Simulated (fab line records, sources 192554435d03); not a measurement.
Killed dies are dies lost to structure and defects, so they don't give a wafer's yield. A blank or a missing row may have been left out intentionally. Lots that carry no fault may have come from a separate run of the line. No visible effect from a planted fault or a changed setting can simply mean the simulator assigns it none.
What tool caused it? :: flow n5 finfet :: 24 lots with 72 wafers sampled at 4 steps, on a route of 1938 steps

## WHAT THE GAUGES SHOWED, per wafer
N5_BEOL_M2_INSPECT_59: inspects for defects (darkfield).
lot: L074
measured: day 6 21:32
on: defect inspect-02
raw defect count: 92 107 72

lot: L075
measured: day 7 03:28
on: defect inspect-02
raw defect count: 61 76 111

lot: L076
measured: day 7 17:36
on: defect inspect-02
raw defect count: 59 55 93

lot: L077
measured: day 7 19:39
on: defect inspect-01
raw defect count: 43 32 88

lot: L078
measured: day 8 00:43
on: defect inspect-02
raw defect count: 64 63 59

lot: L079
measured: day 8 15:26
on: defect inspect-01
raw defect count: 72 80 38

lot: L080
measured: day 8 16:58
on: defect inspect-02
raw defect count: 85 87 114

lot: L081
measured: day 8 21:05
on: defect inspect-02
raw defect count: 43 48 51

lot: L084
measured: day 9 04:00
on: defect inspect-01
raw defect count: 60 44 66

lot: L082
measured: day 9 09:35
on: defect inspect-02
raw defect count: 156 94 130

lot: L083
measured: day 9 10:34
on: defect inspect-02
raw defect count: 55 48 86

lot: L085
measured: day 9 20:43
on: defect inspect-02
raw defect count: 99 81 59

lot: L086
measured: day 10 01:52
on: defect inspect-01
raw defect count: 41 60 37

lot: L087
measured: day 10 07:15
on: defect inspect-01
raw defect count: 78 91 83

lot: L088
measured: day 10 17:22
on: defect inspect-02
raw defect count: 85 80 75

lot: L089
measured: day 10 21:38
on: defect inspect-02
raw defect count: 59 90 70

lot: L090
measured: day 10 22:30
on: defect inspect-01
raw defect count: 54 48 74

lot: L091
measured: day 11 12:35
on: defect inspect-02
raw defect count: 100 83 125

lot: L092
measured: day 11 17:39
on: defect inspect-02
raw defect count: 86 52 71

lot: L093
measured: day 11 23:06
on: defect inspect-01
raw defect count: 106 99 67

lot: L094
measured: day 12 02:37
on: defect inspect-01
raw defect count: 158 60 50

lot: L095
measured: day 12 04:31
on: defect inspect-02
raw defect count: 58 120 77

lot: L096
measured: day 12 17:41
on: defect inspect-02
raw defect count: 65 91 69

lot: L097
measured: day 12 23:19
on: defect inspect-01
raw defect count: 73 88 96

N5_BEOL_M3_CD_MEAS_18: pitch 36 nm, target cd 18 nm.
lot: L074
measured: day 6 23:10
on: cd sem-01
cd nm (nm): 17.99 18.78 18.33

lot: L075
measured: day 7 06:50
on: cd sem-01
cd nm (nm): 18.27 18.07 18.30

lot: L076
measured: day 7 20:07
on: cd sem-03
cd nm (nm): 18.21 18.34 17.89

lot: L077
measured: day 7 23:36
on: cd sem-03
cd nm (nm): 18.09 17.83 18.07

lot: L078
measured: day 8 04:37
on: cd sem-01
cd nm (nm): 18.01 17.52 17.72

lot: L079
measured: day 8 17:39
on: cd sem-01
cd nm (nm): 18.26 18.34 18.37

lot: L080
measured: day 8 18:42
on: cd sem-02
cd nm (nm): 18.11 18.01 18.31

lot: L081
measured: day 8 22:37
on: cd sem-02
cd nm (nm): 18.03 18.26 18.11

lot: L084
measured: day 9 07:04
on: cd sem-03
cd nm (nm): 17.83 17.74 18.00

lot: L082
measured: day 9 11:19
on: cd sem-01
cd nm (nm): 18.57 18.22 17.94

lot: L083
measured: day 9 12:05
on: cd sem-01
cd nm (nm): 18.15 17.87 18.12

lot: L085
measured: day 9 21:59
on: cd sem-02
cd nm (nm): 18.19 17.69 18.20

lot: L086
measured: day 10 04:17
on: cd sem-03
cd nm (nm): 18.45 18.06 18.04

lot: L087
measured: day 10 10:56
on: cd sem-02
cd nm (nm): 17.95 17.75 17.87

lot: L088
measured: day 10 19:15
on: cd sem-01
cd nm (nm): 18.08 18.17 18.31

lot: L089
measured: day 10 23:25
on: cd sem-02
cd nm (nm): 18.59 18.61 18.44

lot: L090
measured: day 11 00:02
on: cd sem-02
cd nm (nm): 18.18 17.76 18.22

lot: L091
measured: day 11 14:17
on: cd sem-02
cd nm (nm): 18.18 18.34 18.49

lot: L092
measured: day 11 20:16
on: cd sem-02
cd nm (nm): 18.30 17.97 18.17

lot: L093
measured: day 12 00:29
on: cd sem-01
cd nm (nm): 18.44 18.47 18.16

lot: L094
measured: day 12 05:07
on: cd sem-01
cd nm (nm): 17.86 17.78 18.02

lot: L095
measured: day 12 06:28
on: cd sem-03
cd nm (nm): 18.56 18.07 18.26

lot: L096
measured: day 12 19:34
on: cd sem-01
cd nm (nm): 18.06 17.85 18.37

lot: L097
measured: day 13 01:50
on: cd sem-02
cd nm (nm): 18.26 18.42 17.99

N5_BEOL_M3_INSPECT_30: inspects for defects (brightfield).
lot: L074
measured: day 6 23:41
on: defect inspect-01
raw defect count: 466 674 365

lot: L075
measured: day 7 07:22
on: defect inspect-02
raw defect count: 605 484 716

lot: L076
measured: day 7 20:40
on: defect inspect-02
raw defect count: 484 440 491

lot: L077
measured: day 8 00:01
on: defect inspect-02
raw defect count: 290 258 359

lot: L078
measured: day 8 05:01
on: defect inspect-01
raw defect count: 353 314 270

lot: L079
measured: day 8 18:11
on: defect inspect-01
raw defect count: 430 342 371

lot: L080
measured: day 8 19:14
on: defect inspect-02
raw defect count: 413 430 407

lot: L081
measured: day 8 23:02
on: defect inspect-02
raw defect count: 458 436 339

lot: L084
measured: day 9 07:36
on: defect inspect-02
raw defect count: 465 339 338

lot: L082
measured: day 9 11:44
on: defect inspect-02
raw defect count: 522 404 426

lot: L083
measured: day 9 12:37
on: defect inspect-01
raw defect count: 346 328 422

lot: L085
measured: day 9 22:33
on: defect inspect-02
raw defect count: 416 420 337

lot: L086
measured: day 10 04:41
on: defect inspect-02
raw defect count: 250 479 333

lot: L087
measured: day 10 11:20
on: defect inspect-02
raw defect count: 386 483 408

lot: L088
measured: day 10 19:47
on: defect inspect-01
raw defect count: 388 435 357

lot: L089
measured: day 10 23:57
on: defect inspect-02
raw defect count: 283 363 266

lot: L090
measured: day 11 00:34
on: defect inspect-02
raw defect count: 351 385 488

lot: L091
measured: day 11 14:41
on: defect inspect-01
raw defect count: 354 469 411

lot: L092
measured: day 11 20:40
on: defect inspect-02
raw defect count: 469 383 461

lot: L093
measured: day 12 01:01
on: defect inspect-02
raw defect count: 518 499 423

lot: L094
measured: day 12 05:39
on: defect inspect-02
raw defect count: 725 553 467

lot: L095
measured: day 12 06:52
on: defect inspect-02
raw defect count: 305 475 367

lot: L096
measured: day 12 20:06
on: defect inspect-01
raw defect count: 425 307 519

lot: L097
measured: day 13 02:14
on: defect inspect-02
raw defect count: 376 405 499

## EACH LOT AND THE TOOL THAT RAN IT (in order: tool; ch and the chambers of the sampled wafers; start)
lot: L074
N5_BEOL_M3_HM_DEP_02: pvd sputter-01, day 6 22:05

lot: L075
N5_BEOL_M3_HM_DEP_02: pvd sputter-02, day 7 05:33

lot: L076
N5_BEOL_M3_HM_DEP_02: pvd sputter-02, day 7 19:10

lot: L077
N5_BEOL_M3_HM_DEP_02: pvd sputter-03, day 7 22:32

lot: L078
N5_BEOL_M3_HM_DEP_02: pvd sputter-02, day 8 02:58

lot: L079
N5_BEOL_M3_HM_DEP_02: pvd sputter-01, day 8 16:35

lot: L080
N5_BEOL_M3_HM_DEP_02: pvd sputter-02, day 8 17:38

lot: L081
N5_BEOL_M3_HM_DEP_02: pvd sputter-02, day 8 21:41

lot: L084
N5_BEOL_M3_HM_DEP_02: pvd sputter-03, day 9 06:00

lot: L082
N5_BEOL_M3_HM_DEP_02: pvd sputter-03, day 9 10:23

lot: L083
N5_BEOL_M3_HM_DEP_02: pvd sputter-03, day 9 11:08

lot: L085
N5_BEOL_M3_HM_DEP_02: pvd sputter-03, day 9 20:56

lot: L086
N5_BEOL_M3_HM_DEP_02: pvd sputter-03, day 10 02:55

lot: L087
N5_BEOL_M3_HM_DEP_02: pvd sputter-01, day 10 09:47

lot: L088
N5_BEOL_M3_HM_DEP_02: pvd sputter-01, day 10 18:19

lot: L089
N5_BEOL_M3_HM_DEP_02: pvd sputter-01, day 10 22:17

lot: L090
N5_BEOL_M3_HM_DEP_02: pvd sputter-02, day 10 23:01

lot: L091
N5_BEOL_M3_HM_DEP_02: pvd sputter-01, day 11 13:13

lot: L092
N5_BEOL_M3_HM_DEP_02: pvd sputter-03, day 11 19:12

lot: L093
N5_BEOL_M3_HM_DEP_02: pvd sputter-02, day 11 23:25

lot: L094
N5_BEOL_M3_HM_DEP_02: pvd sputter-01, day 12 03:56

lot: L095
N5_BEOL_M3_HM_DEP_02: pvd sputter-02, day 12 05:23

lot: L096
N5_BEOL_M3_HM_DEP_02: pvd sputter-02, day 12 18:38

lot: L097
N5_BEOL_M3_HM_DEP_02: pvd sputter-01, day 13 00:32
- N5_BEOL_M3_HM_DEP_02: deposits TiN, target thk 20 nm.

## WHAT THE TOOLS THEMSELVES READ (means of the sampled wafers that have a number; where no wafer has one, the mark that the record gives instead)
N5_BEOL_M3_HM_DEP_02.
lot: L074
tool: pvd sputter-01
chamber pressure pa (Pa): 0.5003
throttle valve pct (%): 30.0

lot: L075
tool: pvd sputter-02
chamber pressure pa (Pa): 0.4995
throttle valve pct (%): 29.9

lot: L076
tool: pvd sputter-02
chamber pressure pa (Pa): 0.4994
throttle valve pct (%): 29.9

lot: L077
tool: pvd sputter-03
chamber pressure pa (Pa): 0.5005
throttle valve pct (%): 31.7

lot: L078
tool: pvd sputter-02
chamber pressure pa (Pa): 0.4999
throttle valve pct (%): 29.6

lot: L079
tool: pvd sputter-01
chamber pressure pa (Pa): 0.5003
throttle valve pct (%): 29.4

lot: L080
tool: pvd sputter-02
chamber pressure pa (Pa): 0.5009
throttle valve pct (%): 29.0

lot: L081
tool: pvd sputter-02
chamber pressure pa (Pa): 0.4998
throttle valve pct (%): 30.5

lot: L084
tool: pvd sputter-03
chamber pressure pa (Pa): 0.5001
throttle valve pct (%): 29.5

lot: L082
tool: pvd sputter-03
chamber pressure pa (Pa): 0.4991
throttle valve pct (%): 30.9

lot: L083
tool: pvd sputter-03
chamber pressure pa (Pa): 0.4997
throttle valve pct (%): 30.1

lot: L085
tool: pvd sputter-03
chamber pressure pa (Pa): 0.5006
throttle valve pct (%): 30.8

lot: L086
tool: pvd sputter-03
chamber pressure pa (Pa): 0.4988
throttle valve pct (%): 31.8

lot: L087
tool: pvd sputter-01
chamber pressure pa (Pa): 0.5009
throttle valve pct (%): 29.8

lot: L088
tool: pvd sputter-01
chamber pressure pa (Pa): 0.5006
throttle valve pct (%): 30.3

lot: L089
tool: pvd sputter-01
chamber pressure pa (Pa): 0.4995
throttle valve pct (%): 29.9

lot: L090
tool: pvd sputter-02
chamber pressure pa (Pa): 0.5001
throttle valve pct (%): 30.5

lot: L091
tool: pvd sputter-01
chamber pressure pa (Pa): 0.4992
throttle valve pct (%): 29.9

lot: L092
tool: pvd sputter-03
chamber pressure pa (Pa): 0.5002
throttle valve pct (%): 31.6

lot: L093
tool: pvd sputter-02
chamber pressure pa (Pa): 0.4990
throttle valve pct (%): 30.7

lot: L094
tool: pvd sputter-01
chamber pressure pa (Pa): 0.5007
throttle valve pct (%): 29.8

lot: L095
tool: pvd sputter-02
chamber pressure pa (Pa): 0.4995
throttle valve pct (%): 29.8

lot: L096
tool: pvd sputter-02
chamber pressure pa (Pa): 0.5006
throttle valve pct (%): 29.7

lot: L097
tool: pvd sputter-01
chamber pressure pa (Pa): 0.4996
throttle valve pct (%): 30.3

## THE ANSWER, worked out from the rows above alone
Rule: the lots themselves supply what counts as usual. Put in order of their means at a reading, lots are off if they are a third of the lots or fewer, leave a main group of 4 or more, and stand apart from it by a gap of 3 or more times the standard deviation of the main group's means; of several such gaps the widest counts. A main group is skipped when, at the precision printed for the reading in the tables above, its means are all equal. A lot without any number at a reading at which 4 lots or more have one is off too. Any other lot the step has rows for is counted as sound. The gauges are gone through in route order, then the tools' own readings, and for those a lot's mean is taken as printed above. The first step at which some lot is off is used, and at that step the reading that is off furthest; a lot without a number counts as furthest.
None of the lots is off at any reading shown; this tells nothing.

## WHAT THE SIMULATOR HAD PUT IN
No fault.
